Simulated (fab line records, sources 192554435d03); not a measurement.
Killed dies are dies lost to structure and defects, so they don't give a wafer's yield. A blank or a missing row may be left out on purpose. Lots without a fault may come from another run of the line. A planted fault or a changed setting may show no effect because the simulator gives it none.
Chamber matching | flow n5_finfet | N5_BEOL_M1_CO_CAP_55 on cvd_co-02: 3 sister chambers
The step material Co, precursor CCTBA/H2, target thk 2 nm, time 102.1 s. 39 wafers are shown with their chamber, then 12 later ones without.

WAFERS WITH THEIR CHAMBER
wafer  | chamber | heater_power_w (W)
L075.2 | 2       | 254
L075.3 | 0       | 219
L075.4 | 0       | 219
L074.2 | 0       | 209
L074.3 | 2       | 245
L074.5 | 0       | 207
L076.1 | 1       | 232
L076.2 | 0       | 212
L076.5 | 1       | 236
L077.1 | 1       | 235
L077.2 | 2       | 249
L077.3 | 0       | 215
L078.2 | 1       | 237
L078.3 | 0       | 210
L078.6 | 2       | 251
L079.1 | 1       | 234
L079.4 | 1       | 232
L079.5 | 2       | 248
L080.2 | 0       | 219
L080.3 | 2       | 255
L080.6 | 1       | 233
L081.1 | 1       | 236
L081.3 | 2       | 247
L081.6 | 0       | 210
L082.2 | 1       | 233
L082.3 | 0       | 217
L082.5 | 0       | 221
L083.1 | 0       | 209
L083.2 | 2       | 255
L083.6 | 1       | 233
L084.2 | 0       | 210
L084.3 | 1       | 231
L084.6 | 2       | 244
L085.1 | 2       | 249
L085.2 | 0       | 216
L085.3 | 1       | 238
L088.1 | 2       | 250
L088.4 | 1       | 237
L088.5 | 2       | 252

SIGNATURES (means of the wafers above)
reading        | chamber 0 | chamber 1 | chamber 2 | scatter within a chamber
heater_power_w | 213.79    | 234.38    | 249.92    | 3.71
Rule: a wafer's distance from a chamber is the root of the sum, over the readings, of the square of ((its reading less the chamber's mean) divided by the reading's scatter). The wafer belongs to the nearest chamber; if the next one is less than 2 further off, it can't be placed. The scatter: the root of (the sum of the squares of (reading less its chamber's mean) over the shown wafers, divided by (wafers less chambers)).

WAFERS WITHOUT THEIR CHAMBER
wafer  | heater_power_w (W)
L089.1 | 256
L089.2 | 216
L089.6 | 251
L091.2 | 241
L091.3 | 212
L091.6 | 219
L093.1 | 214
L093.2 | 251
L093.5 | 216
L094.1 | 248
L094.2 | 235
L094.4 | 214

WHICH CHAMBER EACH WENT THROUGH
wafer  | from the rows above     | in truth
L089.1 | 2                       | 2
L089.2 | 0                       | 0
L089.6 | 2                       | 2
L091.2 | can't be placed: 1 or 2 | 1
L091.3 | 0                       | 0
L091.6 | 0                       | 0
L093.1 | 0                       | 0
L093.2 | 2                       | 2
L093.5 | 0                       | 0
L094.1 | 2                       | 2
L094.2 | 1                       | 1
L094.4 | 0                       | 0
Placed correctly: 11 of 12. Can't be placed from these rows: 1 (the true chamber is among the candidates in 1). Placed wrongly: 0.
